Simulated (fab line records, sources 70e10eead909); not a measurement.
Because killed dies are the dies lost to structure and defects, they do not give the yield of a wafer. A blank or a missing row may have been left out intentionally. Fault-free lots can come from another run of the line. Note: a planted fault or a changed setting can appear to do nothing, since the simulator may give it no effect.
A lot that was struck, set against a sound lot + flow nandHarc + 14 out of 1159 route steps
Sound: the wafers L518.2, L518.3, L518.4. Wafers struck: L515.1, L515.4, L515.6. The cause is named last.
At each step with rows: each side's tool, then ch and its chambers, then its first start. Under that, the readings that differ: sound wafers + struck wafers + difference of the means + sigmas: that difference in standard deviations of wafers without a fault.
alike: a reading whose means differ by less than 2 such deviations, as well as words and numbers matching on both sides. not compared: withheld readings; readings where some wafer has no value; bounds like >300 that might hide an equal value; numbers whose values overlap and for which the record gives no deviation.
Wherever a step has rows on one side only, a row that says differs or no value, or a row with sigmas, the two part there. Non-overlapping numbers with no deviation appear without sigmas and do not part them. Lack of a reading on every wafer of one side parts them only where that side has two or more wafers.

NHARC_A_STAIRCASE_ETCH_169: etches the open film in CH3F/O2, target depth 50 nm, time 107.1 s.
  sound on rieDiel-04 ch 1,2,3, day 14 05:41; struck on rieDiel-04 ch 1,2,3, day 12 23:48
  alike: drypumpMotorCurrentA, oesProductAu, rfVppV, showerheadPlenumPTorr, throttleValvePct
  not compared: rfHoursCounterH
NHARC_A_STAIRCASE_ETCH_170: etches the open film in C4F6/O2, target depth 200 nm, time 66.667 s.
  sound on rieDiel-04 ch 0,1,3; struck on rieDiel-04 ch 2,3
  alike: drypumpMotorCurrentA, oesProductAu, rfVppV, showerheadPlenumPTorr, throttleValvePct
  not compared: rfHoursCounterH
NHARC_A_STAIRCASE_STRIP_171: strips in O2.
  sound on plasmaAsher-02 ch 0,1, day 14 05:55; struck on plasmaAsher-01 ch 1, day 13 00:10
| reading                  | sound          | struck         | difference | sigmas |
|--------------------------|----------------|----------------|------------|--------|
| drypumpMotorCurrentA (A) | 5.87 5.88 5.92 | 5.39 5.42 5.37 | -0.50      | -2     |
  alike: heaterPowerW
  not compared: rfHoursCounterH
then, 9 steps without rows for these wafers: NHARC_A_STAIRCASE_STRIP_172 (strips in SPM, time 900 s); NHARC_A_STAIRCASE_PRECLEAN_173 (cleans in SC1); NHARC_A_STAIRCASE_SRD_174; NHARC_A_STAIRCASE_DEHYDRATE_01 (time 120 s); NHARC_A_STAIRCASE_HMDS_02 (time 30 s); NHARC_A_STAIRCASE_COAT_03; NHARC_A_STAIRCASE_SOFTBAKE_04 (time 170 s); NHARC_A_STAIRCASE_EBR_05; NHARC_A_STAIRCASE_EXPOSE_06 (exposes mask STAIR).
NHARC_A_STAIRCASE_PEB_07: peb time 130 s.
  struck on lithoTrack-03, day 13 01:19; sound on lithoTrack-03 ch 0, day 14 07:07
  no value came back on the struck wafers for chillPlateTempC (C), exhaustPa (Pa); on the sound wafers chillPlateTempC (C) reads 22.87 23.11 23.04
then, 1 step without rows for these wafers: NHARC_A_STAIRCASE_DEVELOP_08 (time 140 s).

## WHERE THEY PART
Earliest at NHARC_A_STAIRCASE_STRIP_171; latest, in this record, at NHARC_A_STAIRCASE_PEB_07.

WHY: what had been put in by the simulator
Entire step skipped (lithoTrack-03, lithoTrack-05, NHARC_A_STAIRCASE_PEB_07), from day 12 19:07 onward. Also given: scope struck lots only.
